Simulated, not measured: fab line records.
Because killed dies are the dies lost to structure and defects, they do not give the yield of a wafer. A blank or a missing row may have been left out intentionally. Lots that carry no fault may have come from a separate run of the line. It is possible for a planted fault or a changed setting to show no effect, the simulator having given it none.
Problem report in the 8D (eight disciplines) form, filled by code    flow nandHarc    the parts of the form that need people (team, actions taken, sign-off) are left out

== 1. THE ISSUE ==
Mean of runLengthS at NHARC_A_CHANNEL_FILL_D2_ETCHBACK_08: 202.4 s across 2 wafers in 2 lots; on wafers with no fault it is 131.2 s (standard deviation 0.52). So: +99 or more standard deviations from the usual mean.
The step: etches the open film in C4F8, target depth 220 nm, time 110 s.
First observed at day 22 04:32: wafer L238.6, on rieDiel-03. The record has a number at this step for 33 wafers belonging to 11 lots. Rule for "out" (also "out of limits"): further than 4 standard deviations from the usual mean. The rest of the wafers with a number are treated as sound.

== 2. WHAT THIS IS AND IS NOT ==
question                     is                 is not
which readings at this step  runLengthS         oesProductAu, rfFwdPowerW, rfVppV
which lots                   L238, L239         L225, L227, L229, L230, L234, L236, L240, L242, L244
which wafers of those lots   L238.6, L239.3     L238.1, L238.5, L239.4, L239.6
read on which tools          rieDiel-03         rieDiel-01, rieDiel-06
when                         from day 22 04:32  up to then (20 sound wafers); but 11 sound wafers of L239, L240, L242, L244 came after

== 3. WHAT RULES OUT EACH SUSPECT ==
Counting: if a tool at a process step up to the reading ran every lot that is out, it stays a suspect. Sound lots after the first of them don't rule it out here, since some wafers of a struck lot are sound.
- rieDiel-03 at NHARC_A_CHANNEL_FILL_D2_ETCHBACK_08 (etches the open film in C4F8, target depth 220 nm, time 110 s): kept. It ran every lot that is out, first L238 (day 22 04:32); its last sound lot up to then is L236 (day 21 11:01). Its own readings are out on those wafers: runLengthS.
- In rieDiel-03 at NHARC_A_CHANNEL_FILL_D2_ETCHBACK_08, the wafers that are out were processed in chamber 1 and their sound lot-mates in chambers 0, 2, 3.
After counting, what remains is rieDiel-03 at NHARC_A_CHANNEL_FILL_D2_ETCHBACK_08.

== 4. THE CAUSE (what the simulator had put in) ==
rieDiel-03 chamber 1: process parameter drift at NHARC_A_CHANNEL_FILL_D2_ETCHBACK_08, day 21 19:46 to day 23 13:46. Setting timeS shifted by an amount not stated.
The count eliminated every tool but this one.

== 5. THE EFFECT CHAIN, in route order ==
Each row: a reading where the mean over the struck wafers with a number is more than 3 standard deviations away from the usual. Only readings for which the record gives a usual standard deviation are gone through. hours: the time from each lot's start at the first step in this table that gives one to its start at this step, as a median over the lots. sigmas: the change in usual standard deviations.
hours  step                                 reading     usual    on struck wafers  change  sigmas
0      NHARC_A_CHANNEL_FILL_D2_ETCHBACK_08  runLengthS  131.2 s  202.4             +71.2   +99 or more
Process steps it contains:
- NHARC_A_CHANNEL_FILL_D2_ETCHBACK_08: etches the open film in C4F8, target depth 220 nm, time 110 s.

== 6. WHAT WOULD HAVE CAUGHT IT SOONER ==
9 hours passed between the start of the fault at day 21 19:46 and the first reading out of limits in this record, taken at day 22 04:32.
